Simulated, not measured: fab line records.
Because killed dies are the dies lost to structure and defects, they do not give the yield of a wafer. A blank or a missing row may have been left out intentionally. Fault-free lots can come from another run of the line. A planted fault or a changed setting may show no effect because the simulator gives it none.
Matching of chambers | flow n5-finfet | 4 sister chambers for N5_STI_FIN_REVEAL_STRIP_24 on rie-diel-03
The step strips in N2/H2, time 90 s. 18 wafers are shown with their chamber, then 9 later ones without.

## WAFERS, EACH WITH ITS CHAMBER
wafer  | chamber | showerhead-plenum-p-Torr (Torr) | drypump-motor-current-A (A) | throttle-valve-pct (%)
L076.1 | 1       | 3.42                            | 5.2                         | 12.24
L076.3 | 3       | 3.25                            | 6.4                         | 12.46
L076.6 | 3       | 3.25                            | 6.3                         | 12.46
L077.1 | 0       | 3.56                            | 5.7                         | 12.12
L077.3 | 2       | 3.41                            | 5.3                         | 12.19
L077.6 | 1       | 3.42                            | 5.3                         | 12.24
L078.3 | 0       | 3.56                            | 5.7                         | 12.14
L078.4 | 1       | 3.42                            | 5.3                         | 12.24
L078.5 | 0       | 3.56                            | 5.7                         | 12.13
L084.1 | 3       | 3.23                            | 6.4                         | 12.52
L084.2 | 0       | 3.55                            | 5.7                         | 12.18
L084.6 | 0       | 3.55                            | 5.6                         | 12.18
L085.2 | 2       | 3.40                            | 5.3                         | 12.26
L085.3 | 0       | 3.55                            | 5.7                         | 12.19
L085.6 | 3       | 3.23                            | 6.3                         | 12.52
L086.1 | 2       | 3.40                            | 5.3                         | 12.25
L086.3 | 0       | 3.54                            | 5.7                         | 12.21
L086.6 | 0       | 3.54                            | 5.7                         | 12.20

SIGNATURES, as means of the wafers listed above
reading                  | chamber 0 | chamber 1 | chamber 2 | chamber 3 | scatter within a chamber
showerhead-plenum-p-Torr | 3.5513    | 3.4200    | 3.4033    | 3.2400    | 0.00826
drypump-motor-current-A  | 5.688     | 5.267     | 5.300     | 6.350     | 0.0426
throttle-valve-pct       | 12.1687   | 12.2400   | 12.2333   | 12.4900   | 0.0322
Rule: for a wafer and a chamber, the distance is found by dividing, reading by reading, the gap between the wafer's reading and the chamber's mean by the reading's scatter, squaring, summing and taking the root. If the next closest chamber is less than 2 further off than the closest, the wafer can't be placed; otherwise it belongs to the closest. How the scatter is found: for the shown wafers, subtract from each reading the mean of its chamber, square and add these, divide the total by (wafers less chambers), then take the root.

## WAFERS MISSING THEIR CHAMBER
wafer  | showerhead-plenum-p-Torr (Torr) | drypump-motor-current-A (A) | throttle-valve-pct (%)
L089.2 | 3.39                            | 5.3                         | 12.28
L089.3 | 3.22                            | 6.4                         | 12.54
L089.4 | 3.54                            | 5.7                         | 12.20
L094.1 | 3.53                            | 5.7                         | 12.24
L094.2 | 3.42                            | 5.2                         | 12.24
L094.5 | 3.53                            | 5.7                         | 12.26
L096.2 | 3.42                            | 5.3                         | 12.25
L096.3 | 3.22                            | 6.4                         | 12.60
L096.4 | 3.53                            | 5.7                         | 12.26

## CHAMBER TAKEN BY EACH
wafer  | from the rows above     | in truth
L089.2 | can't be placed: 2 or 1 | 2
L089.3 | 3                       | 3
L089.4 | 0                       | 0
L094.1 | 0                       | 0
L094.2 | can't be placed: 1 or 2 | 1
L094.5 | 0                       | 0
L096.2 | can't be placed: 1 or 2 | 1
L096.3 | 3                       | 3
L096.4 | 0                       | 0
6 of 9 placed correctly. Cannot be placed on the basis of these rows: 3; the candidates contain the true chamber in 3. Number placed wrongly: 0.
